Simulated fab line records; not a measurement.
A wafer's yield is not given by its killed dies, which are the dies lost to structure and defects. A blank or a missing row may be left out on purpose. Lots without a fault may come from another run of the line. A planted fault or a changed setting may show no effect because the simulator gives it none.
Which tool was responsible?	flow n5Finfet	24 lots with 72 wafers sampled at 6 steps, on a route of 1938 steps

== WHAT THE GAUGES READ, wafer by wafer ==
N5_BEOL_M15_INSPECT_12: inspects for defects (macro).
lot	measured	on	rawDefectCount
L074	day 11 05:46	defectInspect-01	1 2 1
L075	day 12 05:06	defectInspect-02	3 2 4
L076	day 12 15:04	defectInspect-01	3 2 3
L077	day 12 18:28	defectInspect-02	2 2 3
L078	day 13 00:56	defectInspect-01	3 5 1
L080	day 13 17:05	defectInspect-02	3 1 3
L082	day 13 23:58	defectInspect-02	1 3 3
L079	day 13 18:04	defectInspect-01	1 4 2
L085	day 14 00:13	defectInspect-02	2 1 3
L081	day 14 03:28	defectInspect-01	1 0 4
L083	day 14 11:02	defectInspect-02	3 2 3
L084	day 14 11:55	defectInspect-02	2 5 1
L087	day 14 13:44	defectInspect-01	7 3 2
L088	day 14 18:54	defectInspect-01	1 2 0
L086	day 14 19:48	defectInspect-02	3 1 3
L089	day 15 19:53	defectInspect-01	1 2 3
L090	day 16 06:23	defectInspect-02	2 1 1
L093	day 16 16:20	defectInspect-01	2 1 2
L091	day 16 09:50	defectInspect-02	1 2 0
L092	day 16 17:09	defectInspect-01	0 4 4
L094	day 16 16:35	defectInspect-01	0 0 2
L095	day 17 18:23	defectInspect-02	5 1 0
L096	day 18 09:15	defectInspect-02	2 2 1
L097	day 18 09:26	defectInspect-02	1 2 2

N5_BEOL_M15_CD_MEAS_17 targets a cd of 360 nm.
lot	measured	on	cdNm (nm)
L074	day 11 06:21	cdSem-01	361.7 364.5 361.7
L075	day 12 05:38	cdSem-01	356.5 356.6 360.7
L076	day 12 15:35	cdSem-01	361.2 362.4 363.0
L077	day 12 19:17	cdSem-03	362.5 360.4 357.7
L078	day 13 01:28	cdSem-01	356.3 355.3 355.3
L080	day 13 17:37	cdSem-03	355.7 356.6 360.4
L082	day 14 00:30	cdSem-01	358.3 362.3 361.9
L079	day 13 18:36	cdSem-01	362.5 361.4 361.0
L085	day 14 00:51	cdSem-03	359.1 361.0 360.9
L081	day 14 04:28	cdSem-02	359.2 358.6 362.4
L083	day 14 11:34	cdSem-01	357.2 359.6 362.2
L084	day 14 12:28	cdSem-01	360.7 360.3 361.2
L087	day 14 14:16	cdSem-03	361.7 363.0 361.1
L088	day 14 19:26	cdSem-02	362.1 361.3 360.9
L086	day 14 20:20	cdSem-03	358.0 357.5 358.6
L089	day 15 20:26	cdSem-01	362.0 363.4 360.7
L090	day 16 06:55	cdSem-02	359.1 358.0 358.0
L093	day 16 16:52	cdSem-01	360.8 357.9 361.2
L091	day 16 10:22	cdSem-02	360.3 361.7 360.3
L092	day 16 18:00	cdSem-01	360.2 360.5 364.0
L094	day 16 17:07	cdSem-01	365.3 360.3 362.5
L095	day 17 18:55	cdSem-01	355.5 358.7 363.5
L096	day 18 09:47	cdSem-01	357.9 359.4 363.7
L097	day 18 09:58	cdSem-02	354.0 356.6 357.6

== WHICH TOOL RAN EACH LOT (tool, then ch and the chambers of the sampled wafers, then the start) ==
lot	N5_BEOL_M13_DESCUM_33	N5_BEOL_M13_ETCH_38	N5_BEOL_M15_ILD_DEP_00	N5_BEOL_M15_STRIP_64
L074	rieDiel-03 ch 0,2,3, day 10 16:07	rieDiel-04 ch 0,2,3, day 10 22:35	pecvd-03 ch 0,2, day 11 05:04	rieDiel-03 ch 0,2,3, day 11 06:21 or earlier
L075	rieDiel-03 ch 0,1, day 11 16:44	rieDiel-03 ch 1,2, day 11 20:52	pecvd-01 ch 0,2, day 12 04:29	rieDiel-04 ch 1,2, day 12 05:38 or earlier
L076	rieDiel-03 ch 1,2,3, day 12 05:51	rieDiel-02 ch 0,2,3, day 12 06:40	pecvd-04 ch 0,1, day 12 14:27	rieDiel-02 ch 0,1, day 12 15:35 or earlier
L077	rieDiel-04 ch 0,3, day 12 07:20	rieDiel-03 ch 0,1,3, day 12 08:07	pecvd-01 ch 0,1,2, day 12 17:52	rieDiel-04 ch 1,3, day 12 19:17 or earlier
L078	rieDiel-03 ch 1,2,3, day 12 15:17	rieDiel-04 ch 0,1,3, day 12 16:10	pecvd-03 ch 1,2, day 13 00:12	rieDiel-04 ch 2,3, day 13 01:28 or earlier
L080	rieDiel-03 ch 0,2,3, day 13 07:50	rieDiel-03 ch 0,1, day 13 08:55	pecvd-04 ch 0,1, day 13 16:22	rieDiel-03 ch 0,2, day 13 17:37 or earlier
L082	rieDiel-02 ch 0,1,2, day 13 08:05	rieDiel-02 ch 0,3, day 13 13:34	pecvd-04 ch 0,1,2, day 13 23:20	rieDiel-02 ch 1,2,3, day 14 00:30 or earlier
L079	rieDiel-03 ch 0,2,3, day 13 08:23	rieDiel-02 ch 1,2, day 13 09:29	pecvd-03 ch 0,1,2, day 13 17:28	rieDiel-04 ch 0,1,2, day 13 18:36 or earlier
L085	rieDiel-04 ch 0,1,3, day 13 15:08	rieDiel-02 ch 0,2,3, day 13 15:52	pecvd-04 ch 0,2, day 13 23:37	rieDiel-04 ch 1,2, day 14 00:51 or earlier
L081	rieDiel-02 ch 1,2, day 13 17:05	rieDiel-02 ch 1,2,3, day 13 19:03	pecvd-04 ch 0,1,2, day 14 02:41	rieDiel-02 ch 0,3, day 14 04:28 or earlier
L083	rieDiel-02 ch 1,2,3, day 13 22:14	rieDiel-02 ch 1,2,3, day 14 00:37	pecvd-01 ch 0,1,2, day 14 10:32	rieDiel-02 ch 1,2, day 14 11:34 or earlier
L084	rieDiel-02 ch 1,2, day 14 01:01	rieDiel-02 ch 0,3, day 14 03:47	pecvd-01 ch 1,2, day 14 11:11	rieDiel-04 ch 1,2, day 14 12:28 or earlier
L087	rieDiel-03 ch 0,2,3, day 14 04:52	rieDiel-04 ch 1,3, day 14 06:31	pecvd-04 ch 0,1,2, day 14 13:07	rieDiel-03 ch 1,3, day 14 14:16 or earlier
L088	rieDiel-04 ch 2,3, day 14 07:43	rieDiel-03 ch 1,2,3, day 14 08:26	pecvd-04 ch 0,1,2, day 14 18:17	rieDiel-04 ch 1,2,3, day 14 19:26 or earlier
L086	rieDiel-02 ch 0,1,2, day 14 08:15	rieDiel-04 ch 0,2, day 14 09:00	pecvd-01 ch 0,1, day 14 19:11	rieDiel-03 ch 1,2,3, day 14 20:20 or earlier
L089	rieDiel-02 ch 0,1, day 15 07:46	rieDiel-03 ch 0,2,3, day 15 11:39	pecvd-04 ch 0,1,2, day 15 19:23	rieDiel-02 ch 0,2,3, day 15 20:26 or earlier
L090	rieDiel-04 ch 0,2, day 15 17:55	rieDiel-03 ch 0,2, day 15 21:31	pecvd-01 ch 0,2, day 16 05:46	rieDiel-03 ch 0,3, day 16 06:55 or earlier
L093	rieDiel-02 ch 1,2, day 16 00:25	rieDiel-02 ch 0,1, day 16 01:07	pecvd-04 ch 1,2, day 16 15:43	rieDiel-02 ch 1,2,3, day 16 16:52 or earlier
L091	rieDiel-03 ch 1,2,3, day 16 00:58	rieDiel-03 ch 1,2, day 16 01:40	pecvd-01 ch 0,1,2, day 16 09:07	rieDiel-02 ch 0,1,3, day 16 10:22 or earlier
L092	rieDiel-03 ch 0,2,3, day 16 07:13	rieDiel-03 ch 1,2, day 16 10:01	pecvd-01 ch 0,1, day 16 16:25	rieDiel-02 ch 0,1, day 16 18:00 or earlier
L094	rieDiel-02 ch 0,2,3, day 16 07:38	rieDiel-02 ch 2,3, day 16 09:02	pecvd-01 ch 1,2, day 16 15:51	rieDiel-04 ch 2,3, day 16 17:07 or earlier
L095	rieDiel-02 ch 1,2,3, day 17 06:23	rieDiel-02 ch 1,2, day 17 10:25	pecvd-01 ch 0,1,2, day 17 17:47	rieDiel-02 ch 0,2, day 17 18:55 or earlier
L096	rieDiel-03 ch 0,3, day 17 17:04	rieDiel-04 ch 1,3, day 17 19:23	pecvd-01 ch 1,2, day 18 08:31	rieDiel-02 ch 0,3, day 18 09:47 or earlier
L097	rieDiel-04 ch 2,3, day 17 19:39	rieDiel-03 ch 0,1,2, day 17 21:12	pecvd-04 ch 0,2, day 18 08:42	rieDiel-04 ch 0,3, day 18 09:58 or earlier
- N5_BEOL_M13_DESCUM_33: chemistry O2, time 7.9 s.
- N5_BEOL_M13_ETCH_38: etches SiCN in CF4/N2, target depth 67.5 nm, time 71.9 s.
- N5_BEOL_M15_ILD_DEP_00: deposits SiO2 from TEOS/O2, target thk 1629.3 nm, time 346.1 s.
- N5_BEOL_M15_STRIP_64: strips in O2.

== WHAT THE TOOLS THEMSELVES READ (means of the sampled wafers that have a number; where no wafer has one, the mark that the record gives instead) ==
N5_BEOL_M13_DESCUM_33.
lot	tool	drypumpMotorCurrentA (A)	oesProductAu (a.u.)	rfVppV (V)	showerheadPlenumPTorr (Torr)	throttleValvePct (%)
L074	rieDiel-03	5.8	0.77	242.4	2.06	20.35
L075	rieDiel-03	5.8	0.81	242.2	2.04	20.17
L076	rieDiel-03	5.7	0.72	242.7	2.08	20.38
L077	rieDiel-04	5.8	0.74	242.5	2.05	20.59
L078	rieDiel-03	5.7	0.72	243.1	2.08	20.39
L080	rieDiel-03	5.8	0.74	242.4	2.05	20.38
L082	rieDiel-02	6.0	0.85	241.9	2.08	20.31
L079	rieDiel-03	5.8	0.75	242.9	2.05	20.38
L085	rieDiel-04	5.7	0.81	243.7	2.11	20.49
L081	rieDiel-02	6.0	0.79	242.8	2.06	20.45
L083	rieDiel-02	5.7	0.78	241.8	2.03	20.54
L084	rieDiel-02	6.0	0.79	242.7	2.06	20.47
L087	rieDiel-03	5.8	0.74	242.5	2.05	20.39
L088	rieDiel-04	6.0	0.74	242.5	2.11	20.44
L086	rieDiel-02	6.0	0.84	242.9	2.08	20.31
L089	rieDiel-02	6.2	0.88	242.2	2.06	20.10
L090	rieDiel-04	5.6	0.88	244.9	2.16	20.21
L093	rieDiel-02	6.0	0.77	243.2	2.06	20.48
L091	rieDiel-03	5.7	0.71	243.1	2.07	20.43
L092	rieDiel-03	5.8	0.73	242.9	2.05	20.40
L094	rieDiel-02	5.5	0.84	243.5	2.15	20.52
L095	rieDiel-02	5.7	0.83	243.3	2.11	20.45
L096	rieDiel-03	5.8	0.74	243.6	2.05	20.30
L097	rieDiel-04	6.0	0.72	243.1	2.10	20.47

N5_BEOL_M13_ETCH_38.
lot	tool	drypumpMotorCurrentA (A)	oesProductAu (a.u.)	rfVppV (V)	showerheadPlenumPTorr (Torr)	throttleValvePct (%)
L074	rieDiel-04	5.9	0.75	381.9	2.21	15.55
L075	rieDiel-03	5.8	0.75	381.4	2.17	15.40
L076	rieDiel-02	5.5	0.79	382.4	2.18	15.57
L077	rieDiel-03	5.7	0.75	382.5	2.21	15.37
L078	rieDiel-04	5.7	0.81	383.3	2.23	15.44
L080	rieDiel-03	5.8	0.78	381.9	2.15	15.26
L082	rieDiel-02	5.4	0.84	382.7	2.19	15.41
L079	rieDiel-02	6.2	0.86	381.9	2.18	15.32
L085	rieDiel-02	5.5	0.79	381.4	2.18	15.60
L081	rieDiel-02	5.7	0.80	380.7	2.15	15.58
L083	rieDiel-02	5.7	0.78	380.4	2.15	15.59
L084	rieDiel-02	5.2	0.78	379.6	2.13	15.65
L087	rieDiel-04	5.9	0.83	384.1	2.30	15.38
L088	rieDiel-03	5.7	0.71	382.4	2.19	15.52
L086	rieDiel-04	5.7	0.82	383.2	2.24	15.46
L089	rieDiel-03	5.8	0.73	381.6	2.17	15.50
L090	rieDiel-03	6.0	0.75	380.5	2.11	15.51
L093	rieDiel-02	6.1	0.87	382.6	2.19	15.17
L091	rieDiel-03	5.9	0.73	380.3	2.13	15.54
L092	rieDiel-03	5.8	0.73	381.0	2.16	15.46
L094	rieDiel-02	5.5	0.80	383.1	2.25	15.66
L095	rieDiel-02	6.0	0.76	382.1	2.18	15.60
L096	rieDiel-04	5.6	0.83	383.2	2.27	15.31
L097	rieDiel-03	5.9	0.73	381.6	2.14	15.45

N5_BEOL_M15_ILD_DEP_00.
lot	tool	heaterPowerW (W)	showerheadPlenumPTorr (Torr)	susceptorTempC (C)	throttleValvePct (%)
L074	pecvd-03	494	8.340	400.00	19.0
L075	pecvd-01	520	8.308	399.90	18.4
L076	pecvd-04	725	8.359	400.07	19.9
L077	pecvd-01	645	8.314	400.00	18.3
L078	pecvd-03	595	8.330	400.17	19.1
L080	pecvd-04	720	8.371	400.15	20.4
L082	pecvd-04	712	8.346	400.00	19.4
L079	pecvd-03	622	8.344	399.96	19.4
L085	pecvd-04	644	8.332	399.97	18.4
L081	pecvd-04	670	8.352	399.93	19.3
L083	pecvd-01	673	8.315	400.13	18.3
L084	pecvd-01	650	8.310	399.79	17.2
L087	pecvd-04	676	8.346	400.14	19.2
L088	pecvd-04	686	8.350	399.94	19.3
L086	pecvd-01	641	8.331	400.21	17.9
L089	pecvd-04	720	8.349	400.14	19.5
L090	pecvd-01	516	8.300	399.88	18.6
L093	pecvd-04	688	8.335	399.75	18.7
L091	pecvd-01	600	8.318	399.80	18.3
L092	pecvd-01	627	8.328	399.84	19.1
L094	pecvd-01	651	8.316	400.03	17.4
L095	pecvd-01	662	8.328	399.92	18.3
L096	pecvd-01	610	8.297	400.16	17.8
L097	pecvd-04	670	8.344	400.01	19.2

N5_BEOL_M15_STRIP_64.
lot	tool	drypumpMotorCurrentA (A)	oesProductAu (a.u.)	rfVppV (V)	showerheadPlenumPTorr (Torr)	throttleValvePct (%)
L074	rieDiel-03	5.8	0.76	3.3	2.06	16.62
L075	rieDiel-04	5.4	0.88	3.3	2.13	16.49
L076	rieDiel-02	6.2	0.93	4.0	2.07	16.27
L077	rieDiel-04	5.9	0.88	3.4	2.21	16.66
L078	rieDiel-04	6.0	0.75	3.9	2.12	16.67
L080	rieDiel-03	6.0	0.79	3.6	2.00	16.54
L082	rieDiel-02	5.7	0.78	3.3	2.04	16.80
L079	rieDiel-04	5.5	0.77	3.2	2.05	16.65
L085	rieDiel-04	5.4	0.86	3.6	2.12	16.51
L081	rieDiel-02	5.4	0.81	3.4	2.08	16.69
L083	rieDiel-02	6.0	0.78	4.0	2.06	16.71
L084	rieDiel-04	5.6	0.78	4.0	2.08	16.59
L087	rieDiel-03	5.6	0.69	4.2	2.13	16.70
L088	rieDiel-04	5.8	0.81	3.6	2.14	16.64
L086	rieDiel-03	5.7	0.72	3.5	2.07	16.71
L089	rieDiel-02	5.5	0.85	3.3	2.15	16.72
L090	rieDiel-03	5.8	0.76	3.7	2.06	16.56
L093	rieDiel-02	5.7	0.84	4.2	2.12	16.66
L091	rieDiel-02	5.6	0.89	3.2	2.13	16.50
L092	rieDiel-02	5.9	0.86	4.0	2.09	16.41
L094	rieDiel-04	6.1	0.75	3.8	2.16	16.77
L095	rieDiel-02	5.7	0.79	3.7	2.11	16.66
L096	rieDiel-02	5.4	0.86	3.6	2.16	16.58
L097	rieDiel-04	6.0	0.83	3.5	2.21	16.71

== THE ANSWER, worked out from the rows above alone ==
Rule: the lots themselves supply what counts as usual. The widest of any qualifying gaps counts: lots, ordered by their means at a reading, are off when they make up no more than a third of the lots, leave a main group of 4 or more, and stand apart from it by 3 or more times the standard deviation of that group's means. Not used: any main group whose means are identical at the precision the tables above print for the reading. Also off: a lot with no number at a reading for which 4 or more lots have one. The other lots that the step has rows for count as sound. The gauges are gone through in route order, then the tools' own readings, and for those a lot's mean is taken as printed above. The first step at which some lot is off is used, and at that step the reading that is off furthest; a lot without a number counts as furthest.
No lot is off at any reading shown: from this, nothing can be told.

== WHAT THE SIMULATOR HAD INSERTED ==
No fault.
